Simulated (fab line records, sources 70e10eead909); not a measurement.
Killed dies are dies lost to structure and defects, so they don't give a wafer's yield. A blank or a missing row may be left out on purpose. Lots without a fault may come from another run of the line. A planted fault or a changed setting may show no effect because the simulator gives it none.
Tool commonality check | flow nand_harc | 2 lots, 6 wafers sampled

WHY IT WAS OPENED
At NHARC_END_SORT_01 the reading killed_at_periphery is flagged on 2 of 2 lots. Wafers without a fault read 3.3, standard deviation 2.
Rule: a lot is flagged when every wafer of it that has a number lies more than 4 standard deviations from that mean, or none has a number. The other lots count as sound.

lot  | measured     | on        | killed_at_periphery, wafer by wafer | flag
L734 | day 20 14:24 | prober-02 | 50 76 84                            | FLAGGED
L737 | day 20 23:54 | prober-02 | 84 77 72                            | FLAGGED
The numbers of the flagged lots are 73.8 on average: +70.5 against the usual, or +35 standard deviations.

WHICH TOOL RAN EACH LOT
The record holds 3 process steps before the reading, out of a route of 1159 steps. In each cell: the tool, then ch and the chambers that the sampled wafers went through, then the start.
lot  | flag    | NHARC_P_M2_PVD_21           | NHARC_A_M1_ETCH_35                 | NHARC_A_BONDPAD_DEP_00
L734 | FLAGGED | pvd_sputter-03, day 7 00:23 | rie_diel-10 ch 0,1,3, day 19 02:07 | pecvd-02 ch 1,2, day 19 05:20
L737 | FLAGGED | pvd_sputter-03, day 7 20:44 | rie_diel-05 ch 0,2, day 19 06:54   | pecvd-02 ch 0,1, day 19 10:17
What these steps do:
- NHARC_P_M2_PVD_21: deposits Cu, target thk 30 nm, time 20.49 s.
- NHARC_A_M1_ETCH_35: etches the open film in N2/H2, target depth 40 nm, overetch 12 nm, time 43.94 s.
- NHARC_A_BONDPAD_DEP_00: deposits SiCN, target thk 250 nm.
- NHARC_END_SORT_01

FLAGGED OVER TOTAL, TOOL BY TOOL (the gauges that took the reading come last)
step                   | tool           | lots run | flagged | share of the flagged lots | sound lots run after its first flagged lot
NHARC_P_M2_PVD_21      | pvd_sputter-03 | 2        | 2       | all                       | 0
NHARC_A_M1_ETCH_35     | rie_diel-05    | 1        | 1       | some                      | 0
NHARC_A_M1_ETCH_35     | rie_diel-10    | 1        | 1       | some                      | 0
NHARC_A_BONDPAD_DEP_00 | pecvd-02       | 2        | 2       | all                       | 0
NHARC_END_SORT_01      | prober-02      | 2        | 2       | all                       | 0

WHAT THE TABLE ALLOWS
3 rows of the table ran every flagged lot: pvd_sputter-03 at NHARC_P_M2_PVD_21, pecvd-02 at NHARC_A_BONDPAD_DEP_00, prober-02 at NHARC_END_SORT_01.
- pvd_sputter-03 at NHARC_P_M2_PVD_21: 2 of its 2 lots flagged. It ran no sound lot before its first flagged lot in this sample, so the start can't be narrowed down.
- pecvd-02 at NHARC_A_BONDPAD_DEP_00: 2 of its 2 lots flagged. It ran no sound lot before its first flagged lot in this sample, so the start can't be narrowed down.
- prober-02 at NHARC_END_SORT_01: 2 of its 2 lots flagged. It ran no sound lot before its first flagged lot in this sample, so the start can't be narrowed down.
Counting lots can't tell these 3 tools apart, because each fits a fault that began at some hour. More lots, or a look at what each step does to the wafer, might.

WHAT THE SIMULATOR HAD PUT IN
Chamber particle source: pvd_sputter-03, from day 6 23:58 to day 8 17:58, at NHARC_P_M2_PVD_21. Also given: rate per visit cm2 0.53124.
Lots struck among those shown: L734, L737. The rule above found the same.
